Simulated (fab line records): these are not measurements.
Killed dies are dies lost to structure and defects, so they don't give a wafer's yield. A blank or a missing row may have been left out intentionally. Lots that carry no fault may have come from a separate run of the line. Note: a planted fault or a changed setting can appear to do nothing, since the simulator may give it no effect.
Matching of chambers / flow nand harc / cmp-02 running NHARC_P_CONTACT_CMP_01: 4 sister chambers
The step polishes SiO2, target thk 200 nm. 4 wafers are shown with their chamber, then 11 later ones without.

## WAFERS, EACH WITH ITS CHAMBER
wafer=L081.6; chamber=3; motor current A (A)=10.6
wafer=L083.2; chamber=1; motor current A (A)=11.9
wafer=L083.5; chamber=0; motor current A (A)=12.9
wafer=L084.3; chamber=2; motor current A (A)=13.0

## WAFERS WHOSE CHAMBER IS MISSING
wafer=L084.5; motor current A (A)=12.3
wafer=L084.6; motor current A (A)=13.7
wafer=L086.2; motor current A (A)=13.8
wafer=L086.3; motor current A (A)=12.5
wafer=L086.6; motor current A (A)=13.7
wafer=L089.1; motor current A (A)=11.8
wafer=L089.3; motor current A (A)=10.6
wafer=L089.4; motor current A (A)=12.7
wafer=L097.2; motor current A (A)=9.8
wafer=L097.4; motor current A (A)=13.8
wafer=L097.5; motor current A (A)=10.8

## WHICH CHAMBER EACH WENT THROUGH
wafer=L084.5; from the rows above=can't be placed: 1 or 0 or 2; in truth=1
wafer=L084.6; from the rows above=can't be placed: 2 or 0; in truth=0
wafer=L086.2; from the rows above=can't be placed: 2 or 0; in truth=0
wafer=L086.3; from the rows above=can't be placed: 0 or 2 or 1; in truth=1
wafer=L086.6; from the rows above=can't be placed: 2 or 0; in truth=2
wafer=L089.1; from the rows above=can't be placed: 1 or 0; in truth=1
wafer=L089.3; from the rows above=3; in truth=3
wafer=L089.4; from the rows above=can't be placed: 0 or 2 or 1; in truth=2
wafer=L097.2; from the rows above=3; in truth=3
wafer=L097.4; from the rows above=can't be placed: 2 or 0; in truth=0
wafer=L097.5; from the rows above=can't be placed: 3 or 1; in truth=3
Correctly placed: 2 of 11. Unplaceable from these rows: 9, with the true chamber sitting among the candidates in 9. Wrongly placed: 0.
How it was worked out, from the rows above alone: a wafer's distance from a chamber is the root of the sum, over the readings, of the square of ((its reading less the chamber's mean) divided by the reading's scatter). The wafer belongs to the nearest chamber; if the next one is less than 2 further off, it can't be placed. A chamber's mean is the mean of its shown wafers. The scatter (one wafer shown for each chamber): square how far every hidden wafer sits from the nearest shown wafer, average those squares and take the square root.
